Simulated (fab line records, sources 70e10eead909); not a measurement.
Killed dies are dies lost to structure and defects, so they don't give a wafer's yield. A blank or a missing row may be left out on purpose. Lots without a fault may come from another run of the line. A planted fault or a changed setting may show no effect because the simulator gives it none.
Which tool did it? | flow nand_harc | 7 lots, 21 wafers sampled, at 4 steps of a route of 1302

WHAT THE GAUGES READ, wafer by wafer
NHARC_A_ONON_D2_THK_MEAS_14: measures by ellipsometry.
lot  | measured     | on            | thk_nm (nm)
L631 | day 13 16:22 | film_metro-02 | 1009 1009 1009
L634 | day 14 12:59 | film_metro-01 | 1000 999 998
L641 | day 17 13:02 | film_metro-02 | 999 998 995
L644 | day 18 23:40 | film_metro-01 | 997 995 997
L648 | day 20 16:22 | film_metro-02 | 982 984 981
L650 | day 21 21:40 | film_metro-02 | 998 999 1000
L652 | day 22 08:28 | film_metro-02 | 994 997 995

WHICH TOOL RAN EACH LOT (tool, then ch and the chambers of the sampled wafers, then the start)
lot  | NHARC_A_CHANNEL_FILL_D1_STRIP_28   | NHARC_A_DECK1_JOINT_ETCHBACK_00  | NHARC_A_ONON_D2_DEP_12
L631 | rie_diel-11 ch 1,2,3, day 10 21:01 | rie_si-05 ch 1,2, day 12 11:47   | pecvd_onon-01 ch 0, day 13 15:51
L634 | rie_diel-13 ch 1,3, day 11 18:00   | rie_si-05 ch 1,2, day 13 04:03   | pecvd_onon-04 ch 0, day 14 12:29
L641 | rie_diel-11 ch 0,2,3, day 15 03:30 | rie_si-06 ch 0,1,2, day 16 13:46 | pecvd_onon-01 ch 0, day 17 12:32
L644 | rie_diel-11 ch 0,2,3, day 16 06:34 | rie_si-06 ch 0,2, day 17 21:54   | pecvd_onon-02 ch 0, day 18 23:09
L648 | rie_diel-13 ch 0,1,3, day 17 22:34 | rie_si-06 ch 0,1,3, day 19 12:11 | pecvd_onon-01 ch 0, day 20 15:52
L650 | rie_diel-10 ch 0,1,2, day 19 01:28 | rie_si-05 ch 0,2,3, day 20 11:46 | pecvd_onon-01 ch 0, day 21 21:08
L652 | rie_diel-10 ch 1,2,3, day 19 17:55 | rie_si-03 ch 0,1,2, day 21 04:17 | pecvd_onon-04 ch 0, day 22 08:08
- NHARC_A_CHANNEL_FILL_D1_STRIP_28: strips in O2, time 20 s.
- NHARC_A_DECK1_JOINT_ETCHBACK_00: etches the open film in HBr, target depth 30 nm, time 17.4 s.
- NHARC_A_ONON_D2_DEP_12: target thk 1000 nm.

THE ANSWER, worked out from the rows above alone
Rule: what is usual is taken from the lots themselves. Put in order of their means at a reading, lots are off if they are a third of the lots or fewer, leave a main group of 4 or more, and stand apart from it by a gap of 3 or more times the standard deviation of the main group's means; of several such gaps the widest counts. A main group whose means are all the same, to the digits that the tables above print for the reading, isn't used. A lot without any number at a reading at which 4 lots or more have one is off too. The other lots that the step has rows for count as sound.
No lot is off at any reading shown: from this, nothing can be told.

WHAT THE SIMULATOR HAD PUT IN
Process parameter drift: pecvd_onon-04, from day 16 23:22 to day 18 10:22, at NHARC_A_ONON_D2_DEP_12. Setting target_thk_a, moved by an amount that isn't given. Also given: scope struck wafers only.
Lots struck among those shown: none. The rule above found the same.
